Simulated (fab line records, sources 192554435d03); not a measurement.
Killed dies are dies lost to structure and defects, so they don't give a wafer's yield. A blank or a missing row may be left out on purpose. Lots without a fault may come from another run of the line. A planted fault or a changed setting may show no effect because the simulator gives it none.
One fault seen from 2 desks | flow n5_finfet | each desk has only its own numbers; what lay behind them comes last

THE TOOL OWNER'S DESK: cvd_co-02
The tool's own readings at N5_BEOL_M11_CVD_75 (deposits Co from CCTBA/H2, target thk 2 nm, time 138.9 s): means of the sampled wafers that have a number, for each lot that ran on this tool. A lot is out of limits, marked OUT, if its mean lies more than 4 standard deviations from the usual mean; the brackets give that distance.
Columns: A = run_length_s at N5_BEOL_M11_CVD_75, usual 161.6 s
lot  | first seen here | A
L572 | day 11 01:35    | 161.3
L582 | day 13 20:34    | 159.4 (-4.7) OUT
L583 | day 13 23:26    | 160.1
L585 | day 14 09:52    | 159.9
This desk's finding: out of limits on L582; first on L582, day 13 20:34 (run_length_s at N5_BEOL_M11_CVD_75). In limits: L572, L583, L585.

THE METROLOGY DESK
What the gauges read, lot by lot, whatever tool the lot ran on: means of the sampled wafers that have a number. A lot is out of limits, marked OUT, if its mean lies more than 4 standard deviations from the usual mean; the brackets give that distance.
Columns: A = trench_depth_nm at N5_BEOL_M11_OCD_MEAS_38, usual 148 nm; B = cd_nm at N5_BEOL_M11_CD_MEAS_35, usual 70.1 nm
lot  | first seen here | A   | B
L572 | day 11 00:34    | 150 | 70.4
L571 | day 11 00:34    | 146 | 70.4
L582 | day 13 19:13    | 146 | 71.2
L583 | day 13 22:19    | 146 | 71.7
L585 | day 14 08:39    | 150 | 69.5
L592 | day 16 08:29    | 149 | 69.5
L594 | day 16 10:26    | 147 | 70.7
This desk's finding: nothing out of limits on any of the 7 lots.

PUT TOGETHER
The tool owner's desk could have raised an alarm at day 13 20:34, on L582.
The metrology desk saw nothing out of limits.
The metrology desk has L582 on record, within its limits.
Of the lots named, all ran N5_BEOL_M11_CVD_75 on cvd_co-02.

WHAT THE SIMULATOR HAD PUT IN
Process parameter drift: cvd_co-02, from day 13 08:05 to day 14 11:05, at N5_BEOL_M11_CVD_75. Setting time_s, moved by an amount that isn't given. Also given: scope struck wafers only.
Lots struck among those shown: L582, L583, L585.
Hours from the fault's start to each desk's first reading out of limits: the tool owner's desk, 12.
